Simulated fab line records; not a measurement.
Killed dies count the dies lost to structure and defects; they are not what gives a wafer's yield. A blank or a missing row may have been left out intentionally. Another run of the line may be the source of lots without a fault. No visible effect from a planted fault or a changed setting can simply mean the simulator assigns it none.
Chamber matching ; flow n5Finfet ; N5_BEOL_M10_DESCUM_33 on rieDiel-05: 4 sister chambers
The step chemistry O2, time 7.9 s. 14 wafers are shown with their chamber, then 7 later ones without.

## WAFERS, EACH WITH ITS CHAMBER
wafer;chamber;showerheadPlenumPTorr (Torr);throttleValvePct (%);oesProductAu (a.u.)
L076.3;1;2.22;20.25;0.74
L076.4;3;2.12;20.64;0.82
L076.5;3;2.12;20.62;0.81
L081.2;2;2.14;20.11;0.93
L081.3;0;2.01;20.49;0.84
L081.5;2;2.14;20.11;0.94
L084.1;1;2.21;20.30;0.74
L084.4;0;2.01;20.51;0.83
L084.6;1;2.21;20.27;0.74
L088.3;2;2.14;20.14;0.90
L088.4;1;2.21;20.29;0.73
L088.5;1;2.21;20.31;0.73
L091.1;2;2.14;20.15;0.89
L091.5;3;2.11;20.69;0.78

SIGNATURES (averages over the wafers above)
reading;chamber 0;chamber 1;chamber 2;chamber 3;scatter within a chamber
showerheadPlenumPTorr;2.0100;2.2120;2.1400;2.1167;0.00383
throttleValvePct;20.5000;20.2840;20.1275;20.6500;0.0253
oesProductAu;0.8350;0.7360;0.9150;0.8033;0.0165
Rule: for a wafer and a chamber, the distance is found by dividing, reading by reading, the gap between the wafer's reading and the chamber's mean by the reading's scatter, squaring, summing and taking the root. If the next closest chamber is less than 2 further off than the closest, the wafer can't be placed; otherwise it belongs to the closest. The scatter: take each reading less its chamber's mean, square it, sum over the shown wafers, divide by the number of wafers less the number of chambers, and take the root.

## WAFERS WITHOUT THEIR CHAMBER
wafer;showerheadPlenumPTorr (Torr);throttleValvePct (%);oesProductAu (a.u.)
L091.6;2.14;20.14;0.90
L093.2;2.13;20.16;0.89
L093.4;2.21;20.30;0.71
L093.6;2.11;20.68;0.79
L095.1;2.21;20.32;0.72
L095.4;2.01;20.55;0.80
L095.6;2.11;20.69;0.78

## WHICH CHAMBER EACH ONE RAN IN
wafer;from the rows above;in truth
L091.6;2;2
L093.2;2;2
L093.4;1;1
L093.6;3;3
L095.1;1;1
L095.4;0;0
L095.6;3;3
Placed correctly: 7 of 7. Can't be placed from these rows: 0. 0 placed wrongly.
